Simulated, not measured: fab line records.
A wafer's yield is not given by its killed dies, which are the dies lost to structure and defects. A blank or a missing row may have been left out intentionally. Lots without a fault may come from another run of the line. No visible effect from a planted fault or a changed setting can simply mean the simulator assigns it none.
fab line records / flow n5_finfet / part 2 of 2: steps 19 to 19 of 19
record: lots: 6 wafers: 18 last_day: 18
route steps=1938 shown BEOL_M0_CUTY@701 BEOL_M0@715 BEOL_M4@1111 PASSIVATION@1936
lots untouched by any fault: they come from a run of this same line in which no faults occurred
start_h: start of the lot's first displayed wafer, in hours after the record's first day / wait_h: hours since the lot's step before / " the same as in the row above / L1.1+2: a row that stands for several wafers / - value missing, or start not given / * or withheld: withheld / < > ~ a bound
route shown NAME@n: a module of which the file shows steps, and the number in the route of the first / usual: mean/standard deviation taken from wafers without a fault / same: alike in all rows / chamber/n: place in a boat / sites: readings site by site / _std_site: standard deviation across them / _edge_site: inner sites' mean taken away from outer sites' mean / radius_mm: for every site, how far away it sits from the centre of the wafer / mask NAME#n: copy n / behind: the most recent tool/chamber to have shaped the wafer / hold: cause of the lot's hold/its duration in hours/its outcome / device: transistor that didn't switch, given as n, p or np / end of line: at the end of the route, the tests of the same wafers / where a step has no rows: the recipe by itself / killed: dies that structure and defects cost at the first sort, which is not the same as the wafer's yield / map: a wafer's dies, marking killed ones x, the rest . and places with no die _
set.NAME: setting as actually run; set.NAME@STEP: the setting as run at that earlier step / model.NAME: the simulator's own value behind a step, which no gauge read
lots at some steps of the route; a table a step, a row a wafer
services: from which hour (start_h, from the record's first day; less than 0 if before it) a tool's chamber was out of use, for how many hours, and why
== steps ==
step: N5_PASSIVATION_PROBE_49
usual: defect_limited_yield: 91.0/1.5 killed_at_M0_to_M3: 34/9.1 killed_at_M4_up: 14/5.7 killed_at_contacts: 13/5.7 killed_at_front_end: 42/12 killed_at_other: 4/3.4 killed_dies: 106/17 killed_open: 70/13 killed_short: 34/7.5 sort_bin_5_function: 5.2/0.94 sort_bin_6_memory: 3.4/0.69 sort_n_pass: 1074/17 sort_yield_pct: 91.0/1.5
same: gross_dies: 1180 killed_at_back_side: 0 sort_bin_4_leakage[%]: 0 sort_bin_8_speed[%]: 0
lot.wafer=L637.1 tool=prober-02 chamber=- start_h=289.56 wait_h=0.0 defect_limited_yield[%]=92.8 killed_at_M0_to_M3=39 killed_at_M4_up=16 killed_at_contacts=5 killed_at_front_end=25 killed_at_other=0 killed_dies=85 killed_open=60 killed_short=23 sort_bin_5_function[%]=3.8 sort_bin_6_memory[%]=3.1 sort_n_pass=1095 sort_yield_pct[%]=92.8
lot.wafer=L637.2 tool=prober-02 chamber=- start_h=289.61 wait_h=0.1 defect_limited_yield[%]=91.9 killed_at_M0_to_M3=37 killed_at_M4_up=21 killed_at_contacts=9 killed_at_front_end=26 killed_at_other=3 killed_dies=96 killed_open=68 killed_short=25 sort_bin_5_function[%]=4.4 sort_bin_6_memory[%]=3.5 sort_n_pass=1084 sort_yield_pct[%]=91.9
lot.wafer=L637.6 tool=prober-02 chamber=- start_h=289.81 wait_h=0.3 defect_limited_yield[%]=89.8 killed_at_M0_to_M3=43 killed_at_M4_up=27 killed_at_contacts=10 killed_at_front_end=40 killed_at_other=0 killed_dies=120 killed_open=88 killed_short=29 sort_bin_5_function[%]=6.0 sort_bin_6_memory[%]=3.7 sort_n_pass=1060 sort_yield_pct[%]=89.8
lot.wafer=L639.2 tool=prober-01 chamber=- start_h=294.15 wait_h=0.1 defect_limited_yield[%]=90.4 killed_at_M0_to_M3=38 killed_at_M4_up=5 killed_at_contacts=19 killed_at_front_end=48 killed_at_other=3 killed_dies=113 killed_open=73 killed_short=40 sort_bin_5_function[%]=5.3 sort_bin_6_memory[%]=4.0 sort_n_pass=1067 sort_yield_pct[%]=90.4
lot.wafer=L639.3 tool=prober-01 chamber=- start_h=294.20 wait_h=0.1 defect_limited_yield[%]=90.8 killed_at_M0_to_M3=38 killed_at_M4_up=17 killed_at_contacts=13 killed_at_front_end=32 killed_at_other=9 killed_dies=109 killed_open=76 killed_short=32 sort_bin_5_function[%]=4.9 sort_bin_6_memory[%]=4.2 sort_n_pass=1071 sort_yield_pct[%]=90.8
lot.wafer=L639.5 tool=prober-01 chamber=- start_h=294.30 wait_h=0.2 defect_limited_yield[%]=89.1 killed_at_M0_to_M3=26 killed_at_M4_up=18 killed_at_contacts=34 killed_at_front_end=48 killed_at_other=3 killed_dies=129 killed_open=99 killed_short=30 sort_bin_5_function[%]=6.4 sort_bin_6_memory[%]=4.2 sort_n_pass=1051 sort_yield_pct[%]=89.1
lot.wafer=L644.1 tool=prober-02 chamber=- start_h=314.37 wait_h=0.0 defect_limited_yield[%]=91.8 killed_at_M0_to_M3=39 killed_at_M4_up=16 killed_at_contacts=7 killed_at_front_end=34 killed_at_other=1 killed_dies=97 killed_open=60 killed_short=34 sort_bin_5_function[%]=4.2 sort_bin_6_memory[%]=3.5 sort_n_pass=1083 sort_yield_pct[%]=91.8
lot.wafer=L644.2 tool=prober-02 chamber=- start_h=314.42 wait_h=0.1 defect_limited_yield[%]=90.7 killed_at_M0_to_M3=34 killed_at_M4_up=26 killed_at_contacts=16 killed_at_front_end=34 killed_at_other=0 killed_dies=110 killed_open=79 killed_short=31 sort_bin_5_function[%]=6.4 sort_bin_6_memory[%]=2.6 sort_n_pass=1070 sort_yield_pct[%]=90.7
lot.wafer=L644.3 tool=prober-02 chamber=- start_h=314.47 wait_h=0.1 defect_limited_yield[%]=90.8 killed_at_M0_to_M3=23 killed_at_M4_up=15 killed_at_contacts=11 killed_at_front_end=58 killed_at_other=2 killed_dies=109 killed_open=76 killed_short=32 sort_bin_5_function[%]=6.0 sort_bin_6_memory[%]=2.9 sort_n_pass=1071 sort_yield_pct[%]=90.8
lot.wafer=L647.2 tool=prober-01 chamber=- start_h=333.86 wait_h=0.1 defect_limited_yield[%]=93.1 killed_at_M0_to_M3=24 killed_at_M4_up=7 killed_at_contacts=12 killed_at_front_end=33 killed_at_other=6 killed_dies=82 killed_open=50 killed_short=31 sort_bin_5_function[%]=3.8 sort_bin_6_memory[%]=3.0 sort_n_pass=1098 sort_yield_pct[%]=93.1
lot.wafer=L647.4 tool=prober-01 chamber=- start_h=333.96 wait_h=0.2 defect_limited_yield[%]=92.0 killed_at_M0_to_M3=30 killed_at_M4_up=10 killed_at_contacts=17 killed_at_front_end=35 killed_at_other=2 killed_dies=94 killed_open=59 killed_short=34 sort_bin_5_function[%]=4.0 sort_bin_6_memory[%]=3.4 sort_n_pass=1086 sort_yield_pct[%]=92.0
lot.wafer=L647.6 tool=prober-01 chamber=- start_h=334.06 wait_h=0.3 defect_limited_yield[%]=91.4 killed_at_M0_to_M3=30 killed_at_M4_up=6 killed_at_contacts=19 killed_at_front_end=35 killed_at_other=11 killed_dies=101 killed_open=61 killed_short=39 sort_bin_5_function[%]=4.6 sort_bin_6_memory[%]=3.6 sort_n_pass=1079 sort_yield_pct[%]=91.4
lot.wafer=L651.1 tool=prober-02 chamber=- start_h=368.60 wait_h=0.0 defect_limited_yield[%]=88.1 killed_at_M0_to_M3=33 killed_at_M4_up=21 killed_at_contacts=25 killed_at_front_end=57 killed_at_other=4 killed_dies=140 killed_open=91 killed_short=47 sort_bin_5_function[%]=7.4 sort_bin_6_memory[%]=4.2 sort_n_pass=1040 sort_yield_pct[%]=88.1
lot.wafer=L651.2 tool=prober-02 chamber=- start_h=368.65 wait_h=0.1 defect_limited_yield[%]=90.4 killed_at_M0_to_M3=35 killed_at_M4_up=14 killed_at_contacts=16 killed_at_front_end=48 killed_at_other=0 killed_dies=113 killed_open=70 killed_short=43 sort_bin_5_function[%]=5.8 sort_bin_6_memory[%]=3.6 sort_n_pass=1067 sort_yield_pct[%]=90.4
lot.wafer=L651.4 tool=prober-02 chamber=- start_h=368.75 wait_h=0.2 defect_limited_yield[%]=87.9 killed_at_M0_to_M3=48 killed_at_M4_up=22 killed_at_contacts=21 killed_at_front_end=51 killed_at_other=1 killed_dies=143 killed_open=93 killed_short=45 sort_bin_5_function[%]=6.5 sort_bin_6_memory[%]=4.7 sort_n_pass=1037 sort_yield_pct[%]=87.9
lot.wafer=L658.1 tool=prober-01 chamber=- start_h=422.53 wait_h=0.0 defect_limited_yield[%]=90.8 killed_at_M0_to_M3=48 killed_at_M4_up=14 killed_at_contacts=10 killed_at_front_end=37 killed_at_other=0 killed_dies=109 killed_open=61 killed_short=42 sort_bin_5_function[%]=5.2 sort_bin_6_memory[%]=3.4 sort_n_pass=1071 sort_yield_pct[%]=90.8
lot.wafer=L658.2 tool=prober-01 chamber=- start_h=422.58 wait_h=0.1 defect_limited_yield[%]=91.2 killed_at_M0_to_M3=33 killed_at_M4_up=14 killed_at_contacts=15 killed_at_front_end=38 killed_at_other=4 killed_dies=104 killed_open=78 killed_short=26 sort_bin_5_function[%]=5.3 sort_bin_6_memory[%]=3.2 sort_n_pass=1076 sort_yield_pct[%]=91.2
lot.wafer=L658.4 tool=prober-01 chamber=- start_h=422.68 wait_h=0.2 defect_limited_yield[%]=91.6 killed_at_M0_to_M3=39 killed_at_M4_up=10 killed_at_contacts=13 killed_at_front_end=32 killed_at_other=5 killed_dies=99 killed_open=59 killed_short=37 sort_bin_5_function[%]=5.3 sort_bin_6_memory[%]=2.9 sort_n_pass=1081 sort_yield_pct[%]=91.6
killed by level:class
L637.1 BEOL_M1:geometric_particle:open=10 STI_FIN_REVEAL:geometric_particle:open=9 BEOL_M0_SAQP:geometric_particle:short=8 BEOL_M0_SAQP:geometric_particle:open=7 BEOL_M4:geometric_particle:open=7 FIN_SAQP:geometric_particle:open=6 BEOL_M2:geometric_particle:open=6 FIN_SAQP:geometric_particle:short=3
L637.2 BEOL_M4:geometric_particle:open=14 STI_FIN_REVEAL:geometric_particle:open=9 BEOL_M0_SAQP:geometric_particle:open=9 BEOL_M1:geometric_particle:open=9 MOL_CONTACT_COAG:geometric_particle:open=8 BEOL_M0_SAQP:geometric_particle:short=6 BEOL_M2:geometric_particle:open=4 STARTING-WAFER:geometric_particle:open=4
L637.6 BEOL_M4:geometric_particle:open=22 STI_FIN_REVEAL:geometric_particle:open=18 BEOL_M1:geometric_particle:open=10 BEOL_M0_SAQP:geometric_particle:short=8 BEOL_M0_SAQP:geometric_particle:open=8 BEOL_M2:geometric_particle:open=7 MOL_CONTACT_COAG:geometric_particle:open=7 FIN_SAQP:geometric_particle:open=4
L639.2 MOL_CONTACT_COAG:geometric_particle:open=14 BEOL_M2:geometric_particle:open=13 FIN_SAQP:geometric_particle:open=8 DUMMY_GATE:geometric_particle:open=8 FIN_SAQP:geometric_particle:short=7 STI_FIN_REVEAL:geometric_particle:open=7 BEOL_M0:geometric_particle:open=7 STI_FIN_REVEAL:geometric_particle:short=6
L639.3 MOL_CONTACT_COAG:geometric_particle:open=12 BEOL_M4:geometric_particle:open=9 BEOL_M0_SAQP:geometric_particle:short=8 BEOL_M3:geometric_particle:open=8 DUMMY_GATE:geometric_particle:open=7 BEOL_M0_SAQP:geometric_particle:open=6 BEOL_M2:geometric_particle:open=6 FIN_SAQP:geometric_particle:open=5
L639.5 MOL_CONTACT_COAG:geometric_particle:open=28 STI_FIN_REVEAL:geometric_particle:open=18 FIN_SAQP:geometric_particle:open=11 BEOL_M4:geometric_particle:open=9 FIN_SAQP:geometric_particle:short=8 BEOL_M2:geometric_particle:open=7 MOL_CONTACT_COAG:geometric_particle:short=6 BEOL_M0_SAQP:geometric_particle:open=5
L644.1 BEOL_M0_SAQP:geometric_particle:short=9 BEOL_M3:geometric_particle:open=8 BEOL_M1:geometric_particle:open=7 FIN_SAQP:geometric_particle:open=6 MOL_CONTACT_COAG:geometric_particle:open=6 GATE_CUT:geometric_particle:open=5 BEOL_M4:geometric_particle:open=5 BEOL_M2:geometric_particle:short=5
L644.2 BEOL_M4:geometric_particle:open=16 MOL_CONTACT_COAG:geometric_particle:open=14 BEOL_M0_SAQP:geometric_particle:short=10 FIN_SAQP:geometric_particle:open=7 BEOL_M1:geometric_particle:open=7 STI_FIN_REVEAL:geometric_particle:open=6 DUMMY_GATE:geometric_particle:open=6 FIN_SAQP:geometric_particle:short=5
L644.3 FIN_SAQP:geometric_particle:open=21 BEOL_M4:geometric_particle:open=10 MOL_CONTACT_COAG:geometric_particle:open=9 FIN_SAQP:geometric_particle:short=7 DUMMY_GATE:geometric_particle:open=6 BEOL_M0_SAQP:geometric_particle:short=6 GATE_CUT:geometric_particle:short=5 BEOL_M0_SAQP:geometric_particle:open=5
L647.2 FIN_SAQP:geometric_particle:open=10 FIN_SAQP:geometric_particle:short=10 MOL_CONTACT_COAG:geometric_particle:open=10 BEOL_M1:geometric_particle:open=8 BEOL_M0_SAQP:geometric_particle:open=6 BEOL_M0_SAQP:geometric_particle:short=6 GATE_CUT:geometric_particle:short=4 BEOL_M4:geometric_particle:open=3
L647.4 MOL_CONTACT_COAG:geometric_particle:open=14 FIN_SAQP:geometric_particle:open=10 BEOL_M0_SAQP:geometric_particle:short=10 BEOL_M0_SAQP:geometric_particle:open=8 FIN_SAQP:geometric_particle:short=5 BEOL_M3:geometric_particle:open=4 STI_FIN_REVEAL:geometric_particle:open=3 DUMMY_GATE:geometric_particle:open=3
L647.6 MOL_CONTACT_COAG:geometric_particle:open=14 BEOL_M0_SAQP:geometric_particle:open=13 FIN_SAQP:geometric_particle:open=10 BEOL_M0_SAQP:geometric_particle:short=10 FIN_SAQP:geometric_particle:short=8 MOL_CONTACT_COAG:geometric_particle:short=5 DUMMY_GATE:geometric_particle:open=5 MIM_TOP_ETCH:geometric_particle:short=4
L651.1 MOL_CONTACT_COAG:geometric_particle:open=18 BEOL_M4:geometric_particle:open=12 FIN_SAQP:geometric_particle:open=11 FIN_SAQP:geometric_particle:short=11 BEOL_M2:geometric_particle:open=11 STI_FIN_REVEAL:geometric_particle:open=10 MOL_CONTACT_COAG:geometric_particle:short=7 DUMMY_GATE:geometric_particle:open=6
L651.2 FIN_SAQP:geometric_particle:open=18 FIN_SAQP:geometric_particle:short=15 MOL_CONTACT_COAG:geometric_particle:open=10 GATE_CUT:geometric_particle:short=7 BEOL_M0_SAQP:geometric_particle:short=7 BEOL_M0_SAQP:geometric_particle:open=7 BEOL_M2:geometric_particle:open=7 MOL_CONTACT_COAG:geometric_particle:short=6
L651.4 MOL_CONTACT_COAG:geometric_particle:open=18 BEOL_M2:geometric_particle:open=14 BEOL_M4:geometric_particle:open=12 FIN_SAQP:geometric_particle:open=11 BEOL_M0_SAQP:geometric_particle:open=11 BEOL_M0_SAQP:geometric_particle:short=11 FIN_SAQP:geometric_particle:short=9 STI_FIN_REVEAL:geometric_particle:short=6
L658.1 BEOL_M0_SAQP:geometric_particle:open=15 BEOL_M0_SAQP:geometric_particle:short=13 BEOL_M2:geometric_particle:open=11 MOL_CONTACT_COAG:geometric_particle:open=9 FIN_SAQP:geometric_particle:short=6 BEOL_M4:geometric_particle:open=6 HKMG_FIN:area_etch=6 ILD0:geometric_particle:short=5
L658.2 STI_FIN_REVEAL:geometric_particle:open=17 MOL_CONTACT_COAG:geometric_particle:open=10 BEOL_M0_SAQP:geometric_particle:short=9 BEOL_M2:geometric_particle:open=9 GATE_CUT:geometric_particle:open=6 MOL_CONTACT_COAG:geometric_particle:short=5 BEOL_M0_SAQP:geometric_particle:open=5 BEOL_M3:geometric_particle:open=5
L658.4 MOL_CONTACT_COAG:geometric_particle:open=10 BEOL_M2:geometric_particle:open=10 GATE_CUT:geometric_particle:short=9 BEOL_M0_SAQP:geometric_particle:short=7 BEOL_M0_SAQP:geometric_particle:open=6 BEOL_M1:geometric_particle:open=6 BEOL_M2:geometric_particle:short=5 FIN_SAQP:geometric_particle:open=4
== services ==
tool=rie_diel-04 chamber=3 start_h=103.87 hours=1.6 kind=repair
tool=rie_diel-02 chamber=2 start_h=123.38 hours=3.3 kind=repair
tool=rie_diel-02 chamber=3 start_h=124.20 hours=18.9 kind=repair
tool=rie_diel-05 chamber=2 start_h=127.78 hours=5.4 kind=repair
tool=rie_diel-04 chamber=0 start_h=133.20 hours=5.6 kind=repair
tool=rie_diel-02 chamber=1 start_h=143.12 hours=- kind=clean
tool=rie_diel-02 chamber=1 start_h=143.12 hours=- kind=consumable_replace:focus_ring
tool=rie_diel-02 chamber=1 start_h=143.12 hours=20.1 kind=scheduled_down
tool=rie_diel-02 chamber=1 start_h=143.12 hours=20.1 kind=vent_cycle
tool=rie_diel-04 chamber=1 start_h=144.24 hours=- kind=clean
tool=rie_diel-04 chamber=1 start_h=144.24 hours=- kind=consumable_replace:focus_ring
tool=rie_diel-05 chamber=1 start_h=153.82 hours=- kind=clean
tool=rie_diel-05 chamber=1 start_h=153.82 hours=- kind=consumable_replace:focus_ring
tool=rie_diel-05 chamber=1 start_h=153.82 hours=20.4 kind=scheduled_down
tool=rie_diel-05 chamber=1 start_h=153.82 hours=20.4 kind=vent_cycle
tool=rie_diel-05 chamber=3 start_h=207.52 hours=3.0 kind=repair
tool=rie_metal-02 chamber=1 start_h=207.66 hours=7.3 kind=repair
tool=rie_metal-02 chamber=- start_h=234.60 hours=4.1 kind=repair
tool=rie_metal-02 chamber=1 start_h=238.84 hours=7.9 kind=repair
